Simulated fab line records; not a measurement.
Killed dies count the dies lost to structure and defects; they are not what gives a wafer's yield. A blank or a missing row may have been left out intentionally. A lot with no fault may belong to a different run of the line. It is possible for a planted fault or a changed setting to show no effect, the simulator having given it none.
fab line records    flow nand-harc
record lots=7  wafers=20  last-day=33
route steps=1302 shown P_BONDPAD@385 A_START@389 A_ZERO_WELL@390 END@1302
lots with no fault: from the same line, run without faults
start-h: the number of hours between the record's first day and the start of the first shown wafer of the lot    wait-h: hours elapsed since this lot's preceding step    " the same as in the row above    L1.1+2: several wafers, shown together as one row    - no value, or no start was given    * or withheld: withheld    < > ~ a bound
route shown NAME@n: names a module that has steps shown in the file, with the first one's number in the route    usual: mean and standard deviation over wafers with no fault    same: alike in all rows    chamber/n: place in a boat    sites: the reading at each site    _std_site: how widely they spread, as a standard deviation    _edge_site: inner sites' mean taken away from outer sites' mean    radius-mm: for every site, how far away it sits from the centre of the wafer    mask NAME#n: copy n    behind: tool/chamber where the wafer was last shaped    hold: why the lot was held/for how many hours/how that ended    device: the n, p or np transistor that did not switch    end of line: the same wafers' tests at the end of the route    step lacking rows: just its recipe    killed: dies that structure and defects cost at the first sort, which is not the same as the wafer's yield    map: the dies of a wafer, with x for killed, . for not killed, _ for no die there
set.NAME: the run value of the setting; set.NAME@STEP: its run value at that earlier step    model.NAME: the simulator's own value behind a step, which no gauge read
a table for each step, a row for each wafer; lots at some steps of the route
services: a tool's chamber out of use, with start hour (start-h, from the record's first day; less than 0 if before it), hours out, and reason
## steps
# step NHARC_P_BONDPAD_INSPECT_23
# usual raw-defect-count=340/120
lot.wafer  tool               chamber  start-h  wait-h  raw-defect-count
L642.2     defect-inspect-02  -        147.92   0.0     536
L642.3     "                  -        "        "       536
L642.5     "                  -        "        "       637
L644.1     defect-inspect-02  -        166.12   0.0     315
L644.3     "                  -        "        "       348
L644.4     "                  -        "        "       464
L647.4     defect-inspect-01  -        186.15   0.0     261
L647.5     "                  -        "        "       305
L647.6     "                  -        "        "       288
L653.3     defect-inspect-01  -        251.81   0.0     209
L653.5     "                  -        "        "       331
L653.6     "                  -        "        "       335
L660.2     defect-inspect-01  -        323.42   0.0     172
L660.3     "                  -        "        "       405
L661.1     defect-inspect-02  -        331.23   0.0     274
L661.4     "                  -        "        "       626
L661.5     "                  -        "        "       355
L662.2     defect-inspect-01  -        353.26   0.0     166
L662.5     "                  -        "        "       242
L662.6     "                  -        "        "       130
# step NHARC_P_BONDPAD_ACTIVATE_29
# recipe time-s=60  n2-flow-sccm=200  ar-flow-sccm=0  bias-power-w=0  chemistry=N2
# usual drypump-motor-current-A=5.6/0.31  oes-product-au=0.993/0.014  rf-vpp-V=64.4/0.84  showerhead-plenum-p-Torr=1.81/0.081
lot.wafer  tool         chamber  start-h  wait-h  drypump-motor-current-A  oes-product-au  rf-hours-counter-h  rf-vpp-V  showerhead-plenum-p-Torr
L642.3     rie-diel-10  2        147.99   0.1     5.7                      0.971           3.9                 63.6      1.77
L642.2     "            3        "        "       5.4                      0.995           3.8                 65.5      1.90
L642.5     "            1        "        "       5.6                      1.007           -                   64.2      1.74
L644.3     rie-diel-10  1        166.18   0.1     5.6                      1.004           4.7                 62.3      1.74
L644.4     "            2        "        "       5.7                      0.982           4.5                 64.7      1.77
L644.1     "            3        "        "       5.3                      0.987           4.5                 65.7      1.90
L647.4     rie-diel-12  2        186.26   0.1     5.1                      0.996           -                   64.4      1.88
L647.5     "            3        "        "       5.7                      0.970           -                   63.8      1.89
L647.6     "            1        "        "       5.6                      1.000           -                   63.8      1.68
L653.3     rie-diel-10  1        251.87   0.1     5.6                      0.990           0.0                 62.0      1.74
L653.5     "            1        "        "       5.6                      0.998           -                   63.3      1.74
L653.6     "            2        "        "       5.7                      0.975           -                   63.4      1.76
L660.3     rie-diel-12  3        323.49   0.1     5.7                      0.980           1.1                 64.5      1.89
L660.2     "            1        "        "       5.6                      1.009           1.3                 65.0      1.68
L661.1     rie-diel-12  1        331.29   0.1     5.6                      1.005           1.4                 64.0      1.68
L661.4     "            2        "        "       5.2                      1.018           1.4                 65.1      1.88
L661.5     "            1        "        "       5.6                      0.995           -                   62.5      1.68
L662.2     rie-diel-12  0        353.34   0.1     6.2                      1.006           1.9                 64.3      1.86
L662.6     "            0        "        "       6.2                      1.005           -                   64.6      1.86
L662.5     "            1        "        "       5.6                      1.007           -                   62.7      1.68
# step NHARC_P_BONDPAD_PRECLEAN_30
# recipe time-s=300  temp-c=23  chemistry=DIW
# step NHARC_P_BONDPAD_SRD_31
# recipe time-s=30  temp-c=23  dry-time-s=20  spin-rpm=1500
# step NHARC_A_START_INSPECT_01
# usual raw-defect-count=3.5/2
lot.wafer  tool               chamber  start-h  wait-h  raw-defect-count
L642.2     defect-inspect-01  -        148.39   -       3
L642.3     "                  -        "        "       4
L642.5     "                  -        "        "       4
L644.1     defect-inspect-02  -        166.59   -       3
L644.3     "                  -        "        "       3
L644.4     "                  -        "        "       2
L647.4     defect-inspect-02  -        186.74   -       5
L647.5     "                  -        "        "       3
L647.6     "                  -        "        "       2
L653.3     defect-inspect-01  -        252.29   -       6
L653.5     "                  -        "        "       3
L653.6     "                  -        "        "       5
L660.2     defect-inspect-02  -        323.89   -       2
L660.3     "                  -        "        "       2
L661.1     defect-inspect-02  -        331.69   -       2
L661.4     "                  -        "        "       4
L661.5     "                  -        "        "       2
L662.2     defect-inspect-01  -        353.75   -       2
L662.5     "                  -        "        "       7
L662.6     "                  -        "        "       4
# step NHARC_A_ZERO_WELL_PRECLEAN_00
# recipe time-s=600  temp-c=120  chemistry=SPM
# step NHARC_A_ZERO_WELL_SRD_01
# step NHARC_A_ZERO_WELL_DEHYDRATE_02
# recipe temp-c=150  time-s=120
# step NHARC_A_ZERO_WELL_HMDS_03
# recipe time-s=30
# step NHARC_A_ZERO_WELL_COAT_18
# recipe temp-c=200  time-s=65
# step NHARC_A_ZERO_WELL_COAT_04
# recipe spin-rpm=2000  resist-thk-nm=600
# step NHARC_A_ZERO_WELL_SOFTBAKE_05
# recipe temp-c=125  time-s=70
# usual heater-power-total-W=201.0/1.3
lot.wafer  tool            chamber  start-h  wait-h  heater-power-total-W
L642.2     litho-track-02  0        148      -       199.8
L642.3     "               0        "        "       201.2
L642.5     "               0        "        "       202.4
L644.1     litho-track-05  0        166      -       202.7
L644.3     "               0        "        "       202.7
L644.4     "               0        "        "       201.0
L647.4     litho-track-03  0        187      -       198.9
L647.5     "               0        "        "       199.6
L647.6     "               0        "        "       199.9
L653.3     litho-track-05  0        252      -       199.4
L653.5     "               0        "        "       201.7
L653.6     "               0        "        "       202.1
L660.2     litho-track-05  0        324      -       236.0
L660.3     "               0        "        "       202.4
L661.1     litho-track-05  0        332      -       201.7
L661.4     "               0        "        "       233.6
L661.5     "               0        "        "       201.7
L662.2     litho-track-05  0        354      -       233.5
L662.5     "               0        "        "       201.0
L662.6     "               0        "        "       202.5
# step NHARC_A_ZERO_WELL_EBR_06
# step NHARC_END_SORT_01
# recipe temp-c=25
# usual killed-at-array=61/24  killed-at-other=1.2/1.3  killed-at-periphery=3.7/2.6  killed-dies=66/23  killed-open=3.3/1.8  killed-short=2.4/1.6
# same gross-dies=677
lot.wafer  tool       chamber  start-h  wait-h  killed-at-array  killed-at-other  killed-at-periphery  killed-dies  killed-open  killed-short
L644.1     prober-01  0        582.22   2.5     39               0                6                    45           6            0
L644.3     prober-01  0        583.82   3.1     43               1                8                    52           7            3
L644.4     prober-01  0        584.62   3.4     49               0                7                    56           6            4
L647.4     prober-01  0        611.24   3.4     33               3                1                    37           4            2
L647.5     prober-01  0        612.03   3.7     30               1                1                    32           1            2
L647.6     prober-01  0        612.83   4.0     28               1                1                    30           6            1
L660.2     prober-01  0        770.11   2.8     73               0                1                    74           4            0
# killed by level:class
L644.1 A_SLIT:chamber-film-flake=22 A_CHANNEL_HOLE_D2:chamber-film-flake=8 A_CONTACT:chamber-film-flake=4 P_GATE:chamber-film-flake=2 P_STI:geometric-particle:open=1 P_GATE:geometric-particle:open=1 P_M0:geometric-particle:open=1 A_DECK1_JOINT:geometric-particle:open=1
L644.3 A_SLIT:chamber-film-flake=22 P_GATE:chamber-film-flake=6 A_CHANNEL_HOLE_D2:chamber-film-flake=6 A_CONTACT:chamber-film-flake=4 A_M0:geometric-particle:open=2 A_CHANNEL_HOLE_D1:chamber-film-flake=2 P_CONTACT:geometric-particle:open=1 A_ONON_D1:geometric-particle:open=1
L644.4 A_SLIT:chamber-film-flake=28 A_CHANNEL_HOLE_D2:chamber-film-flake=5 P_GATE:chamber-film-flake=4 A_STAIRCASE:chamber-film-flake=3 P_M1:chamber-film-flake=2 P_GATE:geometric-particle:open=1 A_ONON_D1:geometric-particle:open=1 A_ONON_D1:geometric-particle:short=1
L647.4 A_STAIRCASE:chamber-film-flake=10 A_CHANNEL_HOLE_D2:chamber-film-flake=9 A_CHANNEL_HOLE_D1:chamber-film-flake=3 THIN_TSV:chamber-film-flake=3 A_ZERO_WELL:chamber-film-flake=2 A_CONTACT:chamber-film-flake=2 A_ONON_D1:geometric-particle:short=1 A_ONON_D1:geometric-particle:open=1
L647.5 A_CHANNEL_HOLE_D1:chamber-film-flake=9 A_STAIRCASE:chamber-film-flake=8 A_CHANNEL_HOLE_D2:chamber-film-flake=6 A_CONTACT:chamber-film-flake=3 P_M0:geometric-particle:open=1 A_WL_FILL:geometric-particle:short=1 STARTING-WAFER:geometric-particle:short=1 A_CHANNEL_FILL_D2:chamber-film-flake=1
L647.6 A_CHANNEL_HOLE_D2:chamber-film-flake=12 A_M0:geometric-particle:open=2 A_CHANNEL_HOLE_D1:chamber-film-flake=2 A_STAIRCASE:chamber-film-flake=2 A_CONTACT:chamber-film-flake=2 P_CONTACT:geometric-particle:open=1 A_CHANNEL_FILL_D1:geometric-particle:open=1 A_DECK1_JOINT:geometric-particle:open=1
L660.2 A_CHANNEL_HOLE_D1:chamber-film-flake=29 A_CHANNEL_HOLE_D2:chamber-film-flake=21 A_CONTACT:chamber-film-flake=11 A_SLIT:chamber-film-flake=5 A_CHANNEL_FILL_D1:geometric-particle:open=2 A_STAIRCASE:chamber-film-flake=2 A_CHANNEL_HOLE_D2:geometric-particle:open=1 A_M0:geometric-particle:open=1
## services
tool            chamber  start-h  hours  kind
litho-track-05  -        124.00   7.0    pm
rie-diel-12     0        124.90   -      clean
rie-diel-12     1        124.90   -      clean
rie-diel-12     2        124.90   -      clean
rie-diel-12     3        124.90   -      clean
rie-diel-12     0        149.40   -      clean
rie-diel-12     1        149.40   -      clean
rie-diel-12     2        149.40   -      clean
rie-diel-12     3        149.40   -      clean
rie-diel-10     2        157.98   2.0    repair
rie-diel-12     0        173.90   -      clean
rie-diel-12     1        173.90   -      clean
rie-diel-12     2        173.90   -      clean
rie-diel-12     3        173.90   -      clean
rie-diel-12     0        183.76   5.4    repair
rie-diel-10     1        189.39   11.8   repair
rie-diel-12     -        192.65   5.0    repair
rie-diel-12     2        204.09   4.3    repair
litho-track-02  -        227.00   7.0    pm
rie-diel-12     0        227.09   19.7   repair
rie-diel-10     -        242.63   9.0    pm
rie-diel-12     -        268.40   9.0    pm
litho-track-03  -        275.00   7.0    pm
litho-track-05  -        299.00   7.0    pm
## key
first-sign step=NHARC_A_ZERO_WELL_SOFTBAKE_05  reading=heater-power-total-W  direction=up  sigmas=26  usual=*  struck=*
effect none on later readings
met-at NHARC_A_ZERO_WELL_SOFTBAKE_05
struck-wafers L660.2,L661.4,L662.2
tester-left-out L660,L661,L662
onset-between 252 324
fault kind=process-parameter-drift  tool=litho-track-05  chamber=-  onset-h=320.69  steps=NHARC_A_ZERO_WELL_SOFTBAKE_05  channel=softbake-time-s  offset=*  shape=step  end-h=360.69  scope=struck-wafers-only  acts-in=*  stated=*
# tester-left-out: of these lots the tester's yield and bins aren't shown, on N5 and GAA mostly nor the transistor test; their killed dies are dies lost to structure and defects alone, not to doping, threshold or leakage, so they don't give the yield
